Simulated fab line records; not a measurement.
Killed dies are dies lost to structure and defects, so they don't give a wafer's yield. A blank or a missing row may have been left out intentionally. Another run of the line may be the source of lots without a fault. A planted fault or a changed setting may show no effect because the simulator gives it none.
A struck lot beside a sound one	flow n5-finfet	36 out of 1938 route steps
Sound: the wafers L572.1, L572.3, L572.5. Struck: wafer L582.3; the same lot's L582.1 was not struck, so it is left out; see the end for the cause.
Order at every step that has rows: each side's tool, ch and its chambers, its first start. Under that, the readings that differ: sound wafers	struck wafers	difference of the means	sigmas: that difference in standard deviations of wafers without a fault.
alike: a reading whose means differ by less than 2 such deviations, as well as words and numbers matching on both sides. not compared: withheld readings; readings where some wafer has no value; bounds like >300 that might hide an equal value; numbers whose values overlap and for which the record gives no deviation.
Wherever a step has rows on one side only, a row that says differs or no value, or a row with sigmas, the two part there. When numbers do not overlap yet have no deviation, they are printed without sigmas and do not part them. Lack of a reading on every wafer of one side parts them only where that side has two or more wafers.

first, 9 steps without rows for these wafers: N5_MOL_CONTACT_COAG_COAT_02 (resist thk 30 nm); N5_MOL_CONTACT_COAG_EBR_04; N5_MOL_CONTACT_COAG_SOFTBAKE_03 (time 60 s); N5_MOL_CONTACT_COAG_EXPOSE_05 (exposes mask CA, defocus 0 nm); N5_MOL_CONTACT_COAG_PEB_06 (peb time 60 s); N5_MOL_CONTACT_COAG_DEVELOP_07 (develop time 30 s); N5_MOL_CONTACT_COAG_DESCUM_13 (chemistry O2, time 7 s); N5_MOL_CONTACT_COAG_ETCH_59 (etches underlayer in N2/H2, target depth 13 nm, time 10.4 s); N5_MOL_CONTACT_COAG_ETCH_105 (etches SiARC in CF4, target depth 15.6 nm, time 26 s).
N5_MOL_CONTACT_COAG_ETCH_106: etches SOC in N2/H2, target depth 80 nm, overetch 16 nm, time 120 s.
  sound on rie-diel-03 ch 0,2, day 5 17:10; struck on rie-diel-05 ch 3, day 8 07:07
reading	sound	struck	difference	sigmas
model.SiARC_of_MOL_CONTACT_COAG_COAT_104.thk-nm (nm)	6.4 6.6 6.4	4.2	-2.3	
model.MOL_CONTACT_COAG.cd-offset-nm (nm)	-0.4 -0.2 -0.4	0.8	+1.1	
  alike: drypump-motor-current-A, oes-product-au, rf-vpp-V, showerhead-plenum-p-Torr, throttle-valve-pct
  not compared: rf-hours-counter-h
then, 5 steps without rows for these wafers: N5_MOL_CONTACT_COAG_STRIP_107 (strips in N2/H2); N5_MOL_CONTACT_COAG_STRIP_108 (strips in N2/H2); N5_MOL_CONTACT_COAG_CONTACT_ETCH_14 (etches SiO2 in C4F6/O2, target depth 27.5 nm, overetch 8.5 nm, time 20 s); N5_MOL_CONTACT_COAG_STRIP_109 (strips in C4F6/O2); N5_MOL_CONTACT_COAG_ETCH_15 (etches SiNx in CH3F/O2, stops on Si:P, target depth 7 nm).
N5_MOL_CONTACT_COAG_ETCH_110: etches Si in CF4/O2, target depth 2.5 nm, time 8 s.
  sound on rie-diel-03 ch 0,2, day 5 17:22; struck on rie-diel-05 ch 3, day 8 07:19
reading	sound	struck	difference	sigmas
model.MOL_CONTACT_COAG.cd-offset-nm (nm)	-0.4 -0.2 -0.4	1	+1	
  alike: drypump-motor-current-A, oes_ar_750_au, oes-product-au, rf-vpp-V, showerhead-plenum-p-Torr, throttle-valve-pct
  not compared: rf-hours-counter-h
then, 19 steps without rows for these wafers: N5_MOL_CONTACT_COAG_STRIP_98 (strips in N2/H2); N5_MOL_CONTACT_COAG_IMPLANT_129; N5_MOL_CONTACT_COAG_PRECLEAN_111 (cleans in NF3:NH3, afs cycles 1, time 20 s, sublimation time 60 s); N5_MOL_CONTACT_COAG_TI_SIL_19 (material Ti, target thk 4.2 nm, time 15 s); N5_MOL_CONTACT_COAG_ALD_20 (deposits TiN, target thk 1.5 nm, pulse time 1 s, purge time 3 s); N5_MOL_CONTACT_COAG_SIL_ANNEAL_21 (time 60 s); N5_MOL_CONTACT_COAG_PRE_CLEAN_141 (time 60 s); N5_MOL_CONTACT_COAG_SPUTTER_143 (material Co, target thk 2.5 nm); N5_MOL_CONTACT_COAG_CO_FILL_22 (material Co, precursor CCTBA/H2, target thk 20 nm); N5_MOL_CONTACT_COAG_ANNEAL_113 (time 300 s); N5_MOL_CONTACT_COAG_PRE_CLEAN_142 (time 60 s); N5_MOL_CONTACT_COAG_SPUTTER_130 (material Co, target thk 47.5 nm); N5_MOL_CONTACT_COAG_PRECLEAN_125 (cleans in DIW, time 57.5 s); N5_MOL_CONTACT_COAG_SRD_126 (dry time 32 s); N5_MOL_CONTACT_COAG_CMP_23 (polishes, stops on SiO2, t overpolish 1.5 s, target thk 0 nm); N5_MOL_CONTACT_COAG_WET_ETCH_26 (target Co, target depth 13 nm); N5_MOL_CONTACT_COAG_WET_ETCH_116 (etches the open film in SC1-inhibited, target depth 4.6 nm, rinse time 30 s); N5_MOL_CONTACT_COAG_ALD_27 (deposits SiOC, target thk 17 nm, pulse time 1.5 s, time 2720 s); N5_MOL_CONTACT_COAG_CMP_28 (polishes, stops on SiNx, t overpolish 0.85 s, target thk 14.522 nm).
-- the record jumps here: 3 days lie between the struck wafers' starts before and after (it left off in module MOL_CONTACT_COAG and takes up again in module BEOL_M4, whose first step shown is number 1111 of the route) --
N5_BEOL_M4_RC_MEAS_101:
  sound on prober-01 ch 0, day 9 03:01; struck on prober-01 ch 0, day 11 17:13
reading	sound	struck	difference	sigmas
DIBL_P (mV/V)	37.6 38.1 38.6	33.3	-4.8	-2
IOFF_P (nA/um)	0.27 0.29 0.29	0.19	-0.09	-2
RC_DENSE_N (ohm.um)	19.7 19.4 19.5	17.7	-1.8	-4
RC_DENSE_P (ohm.um)	24.3 23.8 24.4	21.8	-2.4	-4
RC_N (ohm.um)	15.9 15.6 15.8	14.5	-1.3	-4
RC_P (ohm.um)	19.7 19.4 19.8	17.9	-1.7	-4
SS_P (mV/dec)	73.8 73.7 73.2	72.1	-1.5	-2
  alike: DIBL_N, IOFF_N, ION_N, ION_P, SS_N, VT_N, VT_P

== WHERE THEY PART ==
At N5_BEOL_M4_RC_MEAS_101 and nowhere else, as far as this record goes.

WHY: what the simulator had put in
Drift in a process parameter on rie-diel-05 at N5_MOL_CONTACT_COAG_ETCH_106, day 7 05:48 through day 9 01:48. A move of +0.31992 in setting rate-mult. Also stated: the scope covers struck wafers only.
